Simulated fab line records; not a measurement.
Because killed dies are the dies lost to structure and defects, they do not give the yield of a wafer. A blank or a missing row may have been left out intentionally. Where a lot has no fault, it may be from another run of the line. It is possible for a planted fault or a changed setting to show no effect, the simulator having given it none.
What tool caused it? + flow n5-finfet + 11 lots, 33 wafers sampled, at 2 steps of a route of 1938

WHAT EACH GAUGE READ, for each wafer
N5_BEOL_M11_THK_MEAS_01. Usual: M11_ILD_THK 267 nm, standard deviation 3.2.
| lot  | measured     | on            | M11_ILD_THK (nm) | flag |
|------|--------------|---------------|------------------|------|
| L102 | day 10 07:33 | film-metro-02 | 269 275 273      |      |
| L104 | day 10 20:04 | film-metro-02 | 265 267 268      |      |
| L103 | day 10 21:10 | film-metro-02 | 263 269 271      |      |
| L106 | day 11 15:00 | film-metro-01 | 263 271 269      |      |
| L109 | day 12 10:34 | film-metro-02 | 266 268 270      |      |
| L118 | day 14 21:19 | film-metro-01 | 266 264 270      |      |
| L119 | day 15 07:46 | film-metro-02 | 260 261 263      |      |
| L122 | day 15 13:47 | film-metro-02 | 263 266 265      |      |
| L120 | day 15 18:11 | film-metro-01 | 268 270 272      |      |
| L121 | day 15 18:59 | film-metro-01 | 267 267 266      |      |
| L123 | day 16 07:44 | film-metro-01 | 262 268 266      |      |

WHICH TOOL RAN EACH LOT (tool, then ch and the chambers of the sampled wafers, then the start)
| lot  | N5_BEOL_M10_CURE_72           |
|------|-------------------------------|
| L102 | uv-cure-03 ch 0, day 10 04:32 |
| L104 | uv-cure-02 ch 0, day 10 15:40 |
| L103 | uv-cure-03 ch 2, day 10 16:14 |
| L106 | uv-cure-03 ch 1, day 11 11:57 |
| L109 | uv-cure-03 ch 0, day 12 07:41 |
| L118 | uv-cure-01 ch 1, day 14 18:32 |
| L119 | uv-cure-02 ch 2, day 15 04:11 |
| L122 | uv-cure-01 ch 1, day 15 11:06 |
| L120 | uv-cure-03 ch 0, day 15 13:49 |
| L121 | uv-cure-01 ch 0, day 15 15:43 |
| L123 | uv-cure-03 ch 2, day 16 04:32 |
- N5_BEOL_M10_CURE_72: cures SiCOH lowk, time 120 s.

AS READ BY THE TOOLS THEMSELVES (means over the sampled wafers that have a number; for cases with no such wafer, the mark the record gives instead)
N5_BEOL_M10_CURE_72. Usual: lamp-power-pct 52.31 %, standard deviation 0.051; wafer_temp_C_max 371.9, standard deviation 0.54.
| lot  | tool       | lamp-power-pct (%) | wafer_temp_C_max | flag |
|------|------------|--------------------|------------------|------|
| L102 | uv-cure-03 | 52.30              | 372.1            |      |
| L104 | uv-cure-02 | 52.33              | 371.6            |      |
| L103 | uv-cure-03 | 52.36              | 372.1            |      |
| L106 | uv-cure-03 | 52.32              | 371.1            |      |
| L109 | uv-cure-03 | 52.34              | 371.5            |      |
| L118 | uv-cure-01 | 52.29              | 372.0            |      |
| L119 | uv-cure-02 | 52.29              | 372.7            |      |
| L122 | uv-cure-01 | 52.32              | 372.3            |      |
| L120 | uv-cure-03 | 52.32              | 372.1            |      |
| L121 | uv-cure-01 | 52.25              | 371.5            |      |
| L123 | uv-cure-03 | 52.24              | 372.0            |      |

THE ANSWER, worked out from the rows above alone
Rule: a lot counts as off when the mean over its wafers that have a number is more than 3 standard deviations away from the usual mean. Also off: a lot with no number at a reading for which 4 or more lots have one. The other lots that the step has rows for count as sound. The gauges are gone through in route order, then the tools' own readings, and for those a lot's mean is taken as printed above. At the first step where some lot is off, the reading lying furthest off is the one used; lots without a number count as furthest.
None of the lots is off at any reading shown; this tells nothing.

WHAT THE SIMULATOR PUT IN
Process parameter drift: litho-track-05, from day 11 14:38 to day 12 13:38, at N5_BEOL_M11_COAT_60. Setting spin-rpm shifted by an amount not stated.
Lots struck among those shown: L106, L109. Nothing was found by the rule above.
